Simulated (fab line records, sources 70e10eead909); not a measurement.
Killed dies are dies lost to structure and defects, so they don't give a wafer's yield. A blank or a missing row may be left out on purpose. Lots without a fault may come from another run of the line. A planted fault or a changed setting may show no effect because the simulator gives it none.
Chamber matching | flow nand_harc | NHARC_P_M1_STRIP_18 on rie_diel-06: 4 sister chambers
The step strips in N2/H2. 16 wafers are shown with their chamber, then 8 later ones without.

WAFERS WITH THEIR CHAMBER
wafer  | chamber | oes_product_au (a.u.) | power_w (W) | rf_vpp_V (V)
L076.1 | 0       | 0.987                 | 1006.0      | 90.4
L076.5 | 2       | 1.009                 | 1000.9      | 90.7
L076.6 | 1       | 0.988                 | 999.2       | 90.2
L079.1 | 2       | 1.005                 | 997.8       | 91.2
L079.4 | 1       | 1.001                 | 997.0       | 92.0
L079.6 | 1       | 0.996                 | 993.1       | 90.2
L081.1 | 1       | 0.983                 | 999.1       | 91.2
L081.4 | 2       | 1.010                 | 1000.2      | 91.5
L081.6 | 0       | 0.996                 | 998.8       | 91.2
L086.4 | 1       | 0.988                 | 1001.9      | 90.3
L086.5 | 1       | 0.994                 | 997.8       | 88.0
L086.6 | 0       | 0.992                 | 999.3       | 90.2
L087.1 | 3       | 1.004                 | 1005.1      | 90.5
L087.5 | 1       | 0.981                 | 996.9       | 90.2
L087.6 | 0       | 0.998                 | 1003.9      | 88.8
L088.1 | 0       | 1.005                 | 1000.9      | 89.3

SIGNATURES (means of the wafers above)
reading        | chamber 0 | chamber 1 | chamber 2 | chamber 3 | scatter within a chamber
oes_product_au | 0.99560   | 0.99014   | 1.00800   | 1.00400   | 0.00649
power_w        | 1001.780  | 997.857   | 999.633   | 1005.100  | 2.7
rf_vpp_V       | 89.980    | 90.300    | 91.133    | 90.500    | 1.04
Rule: a wafer's distance from a chamber is the root of the sum, over the readings, of the square of ((its reading less the chamber's mean) divided by the reading's scatter). The wafer belongs to the nearest chamber; if the next one is less than 2 further off, it can't be placed. The scatter: the root of (the sum of the squares of (reading less its chamber's mean) over the shown wafers, divided by (wafers less chambers)).

WAFERS WITHOUT THEIR CHAMBER
wafer  | oes_product_au (a.u.) | power_w (W) | rf_vpp_V (V)
L088.4 | 1.010                 | 997.2       | 93.0
L088.6 | 1.005                 | 1002.0      | 89.5
L089.2 | 1.007                 | 998.0       | 90.1
L089.5 | 1.007                 | 999.5       | 91.3
L089.6 | 1.009                 | 996.6       | 87.4
L094.1 | 1.004                 | 998.6       | 89.8
L094.4 | 1.008                 | 997.1       | 89.2
L094.6 | 1.013                 | 999.2       | 92.1

WHICH CHAMBER EACH WENT THROUGH
wafer  | from the rows above               | in truth
L088.4 | can't be placed: 2 or 3 or 1 or 0 | 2
L088.6 | can't be placed: 3 or 0 or 2 or 1 | 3
L089.2 | can't be placed: 2 or 0 or 1 or 3 | 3
L089.5 | 2                                 | 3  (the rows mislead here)
L089.6 | can't be placed: 0 or 2 or 1 or 3 | 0
L094.1 | can't be placed: 2 or 0 or 1 or 3 | 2
L094.4 | can't be placed: 2 or 0 or 1 or 3 | 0
L094.6 | can't be placed: 2 or 3           | 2
Placed correctly: 0 of 8. Can't be placed from these rows: 7 (the true chamber is among the candidates in 7). Placed wrongly: 1.
